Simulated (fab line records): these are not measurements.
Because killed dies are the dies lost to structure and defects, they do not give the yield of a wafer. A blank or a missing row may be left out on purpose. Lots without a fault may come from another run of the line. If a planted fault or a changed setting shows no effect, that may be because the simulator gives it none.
Struck lot and sound lot, side by side ; flow nand-harc ; 16 out of 1302 route steps
Sound: wafers L203.1, L203.4, L203.5. Wafers L208.2, L208.4, L208.5 were the ones struck. At the end, the cause is stated.
At each step with rows: each side's tool, then ch and its chambers, then its first start. Under that, the readings that differ: sound wafers ; struck wafers ; difference of the means ; sigmas: that difference in standard deviations of wafers without a fault.
alike: same words and numbers on both sides, and readings whose means sit less than 2 such deviations apart. not compared: any withheld reading, any reading some wafer has no value for, any bound like >300 that may hide the same value, and any number with overlapping values for which the record gives no deviation.
Wherever a step has rows on one side only, a row that says differs or no value, or a row with sigmas, the two part there. Numbers that don't overlap but have no deviation are shown without sigmas and don't part them. A reading that every wafer of one side lacks parts them only if that side has two wafers or more.

NHARC_A_ONON_D2_THK_MEAS_08: measures by ellipsometry.
  sound: film-metro-01 at day 13 05:22; struck: film-metro-02 at day 15 07:25
reading;sound;struck;difference;sigmas
thk-nm (nm);1005 1005 1005;983 982 983;-22;-2
after that, 1 step with no rows for these wafers: NHARC_A_ONON_D2_DEP_09 (target thk 1000 nm).
NHARC_A_ONON_D2_THK_MEAS_11: measures by ellipsometry.
  sound: film-metro-02 at day 13 05:56; struck: film-metro-02 at day 15 07:59
  alike: thk-nm
after that, 1 step with no rows for these wafers: NHARC_A_ONON_D2_DEP_12 (target thk 1000 nm).
NHARC_A_ONON_D2_THK_MEAS_14: measures by ellipsometry.
  sound: film-metro-01 at day 13 06:30; struck: film-metro-02 at day 15 08:34
  alike: thk-nm
then, 2 steps without rows for these wafers: NHARC_A_ONON_D2_ANNEAL_15 (time 3600 s); NHARC_A_ONON_D2_DEP_16 (target thk 1000 nm).
NHARC_A_ONON_D2_THK_MEAS_18: measures by ellipsometry.
  sound: film-metro-02 at day 13 13:52; struck: film-metro-02 at day 15 15:55
  alike: thk-nm
after that, 1 step with no rows for these wafers: NHARC_A_ONON_D2_DEP_19 (target thk 1000 nm).
NHARC_A_ONON_D2_THK_MEAS_21: measures by ellipsometry.
  sound: film-metro-02 at day 13 14:26; struck: film-metro-01 at day 15 16:29
  alike: thk-nm
after that, 1 step with no rows for these wafers: NHARC_A_ONON_D2_DEP_22 (target thk 1000 nm).
NHARC_A_ONON_D2_THK_MEAS_24: measures by ellipsometry.
  sound: film-metro-02 at day 13 15:00; struck: film-metro-02 at day 15 17:03
  alike: thk-nm
NHARC_A_ONON_D2_DEP_25: target thk 1000 nm.
  sound on pecvd-onon-04 ch 0, day 13 15:03; struck on pecvd-onon-04 ch 0, day 15 17:10
  alike: n2o-flow-sccm
NHARC_A_ONON_D2_THK_MEAS_27: measures by ellipsometry.
  sound: film-metro-01 at day 13 15:34; struck: film-metro-01 at day 15 17:37
reading;sound;struck;difference;sigmas
thk-nm (nm);1002 1001 1001;1427 1426 1426;+425;+45
after that, 1 step with no rows for these wafers: NHARC_A_ONON_D2_DEP_28 (target thk 1000 nm).
-- jump in the record: it breaks off in module A_ONON_D2 and resumes in module END (first step shown: number 1302 of the route), and 12 days separate the struck wafers' starts before and after --
NHARC_END_SORT_01:
  here the record holds rows for the struck wafers (prober-02 ch 0, day 27 20:56) but none for the sound ones

== WHERE THEY PART ==
At NHARC_A_ONON_D2_THK_MEAS_08 first; at NHARC_END_SORT_01 last (within this record only).

WHY: what the simulator had put in
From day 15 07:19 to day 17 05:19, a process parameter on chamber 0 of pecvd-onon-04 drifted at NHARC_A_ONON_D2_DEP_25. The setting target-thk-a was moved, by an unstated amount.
